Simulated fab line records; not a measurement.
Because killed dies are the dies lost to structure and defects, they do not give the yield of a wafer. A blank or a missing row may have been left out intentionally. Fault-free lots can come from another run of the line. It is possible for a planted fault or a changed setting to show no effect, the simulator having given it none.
Chamber matching + flow nand_harc + NHARC_A_STAIRCASE_TRIM_196 on rie_diel-12: 4 sister chambers
The step chemistry O2, time 211.2 s. 14 wafers are shown with their chamber, then 7 later ones without.

## WAFERS WITH THEIR CHAMBER
| wafer  | chamber | drypump_motor_current_A (A) | oes_product_au (a.u.) | showerhead_plenum_p_Torr (Torr) |
|--------|---------|-----------------------------|-----------------------|---------------------------------|
| L074.2 | 0       | 6.3                         | 0.993                 | 3.42                            |
| L074.3 | 1       | 5.4                         | 0.999                 | 3.27                            |
| L074.6 | 0       | 6.2                         | 0.993                 | 3.42                            |
| L082.1 | 1       | 5.4                         | 1.007                 | 3.26                            |
| L082.4 | 3       | 6.2                         | 0.989                 | 3.57                            |
| L082.6 | 2       | 5.1                         | 0.978                 | 3.56                            |
| L083.1 | 1       | 5.4                         | 1.002                 | 3.80                            |
| L083.4 | 3       | 6.1                         | 0.998                 | 3.57                            |
| L083.6 | 2       | 5.1                         | 0.996                 | 3.55                            |
| L086.2 | 2       | 5.1                         | 0.996                 | 3.55                            |
| L086.3 | 1       | 5.4                         | 1.006                 | 3.80                            |
| L086.5 | 3       | 6.1                         | 0.991                 | 3.57                            |
| L091.1 | 0       | 6.2                         | 0.994                 | 3.39                            |
| L091.4 | 1       | 5.4                         | 1.010                 | 3.79                            |

SIGNATURES, as means of the wafers listed above
| reading                  | chamber 0 | chamber 1 | chamber 2 | chamber 3 | scatter within a chamber |
|--------------------------|-----------|-----------|-----------|-----------|--------------------------|
| drypump_motor_current_A  | 6.233     | 5.400     | 5.100     | 6.133     | 0.0365                   |
| oes_product_au           | 0.99333   | 1.00480   | 0.99000   | 0.99267   | 0.0058                   |
| showerhead_plenum_p_Torr | 3.4100    | 3.5840    | 3.5533    | 3.5700    | 0.184                    |
Rule: a wafer's distance from a chamber is the root of the sum, over the readings, of the square of ((its reading less the chamber's mean) divided by the reading's scatter). If the next closest chamber is less than 2 further off than the closest, the wafer can't be placed; otherwise it belongs to the closest. The scatter: take each reading less its chamber's mean, square it, sum over the shown wafers, divide by the number of wafers less the number of chambers, and take the root.

## WAFERS WITHOUT THEIR CHAMBER
| wafer  | drypump_motor_current_A (A) | oes_product_au (a.u.) | showerhead_plenum_p_Torr (Torr) |
|--------|-----------------------------|-----------------------|---------------------------------|
| L091.5 | 6.1                         | 1.004                 | 3.56                            |
| L092.3 | 5.4                         | 1.022                 | 3.79                            |
| L092.4 | 6.3                         | 0.979                 | 3.39                            |
| L092.6 | 5.1                         | 1.010                 | 3.54                            |
| L094.4 | 6.1                         | 1.005                 | 3.55                            |
| L094.5 | 6.1                         | 1.003                 | 3.55                            |
| L094.6 | 5.1                         | 0.997                 | 3.54                            |

## THE CHAMBER EACH PASSED THROUGH
| wafer  | from the rows above     | in truth |
|--------|-------------------------|----------|
| L091.5 | 3                       | 3        |
| L092.3 | 1                       | 1        |
| L092.4 | 0                       | 0        |
| L092.6 | 2                       | 2        |
| L094.4 | can't be placed: 3 or 0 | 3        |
| L094.5 | 3                       | 3        |
| L094.6 | 2                       | 2        |
Placed correctly: 6 of 7. Cannot be placed on the basis of these rows: 1; the candidates contain the true chamber in 1. 0 placed wrongly.
